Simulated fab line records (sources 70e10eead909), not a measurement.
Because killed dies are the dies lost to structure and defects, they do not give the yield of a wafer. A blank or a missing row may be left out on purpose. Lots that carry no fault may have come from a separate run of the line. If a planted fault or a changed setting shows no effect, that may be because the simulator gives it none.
Chamber matching + flow nandHarc + NHARC_A_WL_FILL_ALD_02 on aldMetal-03 has 4 sister chambers
The step deposits TiN, target thk 2 nm, pulse time 3 s, ald cycles 100. 4 wafers are shown with their chamber, then 7 later ones without.

## WAFERS PAIRED WITH THEIR CHAMBERS
| wafer  | chamber | heaterPowerW (W) |
|--------|---------|------------------|
| L137.4 | 2       | 1164             |
| L140.1 | 1       | 1017             |
| L141.1 | 0       | 961              |
| L141.4 | 3       | 979              |

## WAFERS WITH NO CHAMBER GIVEN
| wafer  | heaterPowerW (W) |
|--------|------------------|
| L141.5 | 976              |
| L147.1 | 884              |
| L147.2 | 975              |
| L147.6 | 1012             |
| L156.2 | 965              |
| L156.3 | 1010             |
| L156.5 | 1004             |

## EACH ONE'S CHAMBER
| wafer  | from the rows above          | in truth |
|--------|------------------------------|----------|
| L141.5 | can't be placed: 3 or 0 or 1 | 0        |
| L147.1 | can't be placed: 0 or 3 or 1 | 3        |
| L147.2 | can't be placed: 3 or 0 or 1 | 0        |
| L147.6 | can't be placed: 1 or 3 or 0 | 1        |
| L156.2 | can't be placed: 0 or 3 or 1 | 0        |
| L156.3 | can't be placed: 1 or 3 or 0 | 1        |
| L156.5 | can't be placed: 1 or 3 or 0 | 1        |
Correct placement for 0 of the 7. Unplaceable from these rows: 7, with the true chamber sitting among the candidates in 7. Wrongly placed: 0.
How it was worked out, from the rows above alone: a wafer's distance from a chamber is the root of the sum, over the readings, of the square of ((its reading less the chamber's mean) divided by the reading's scatter). The wafer belongs to the nearest chamber; if the next one is less than 2 further off, it can't be placed. For every chamber, the mean is computed from those of its wafers that are shown. The scatter (one wafer shown for each chamber): square how far every hidden wafer sits from the nearest shown wafer, average those squares and take the square root.
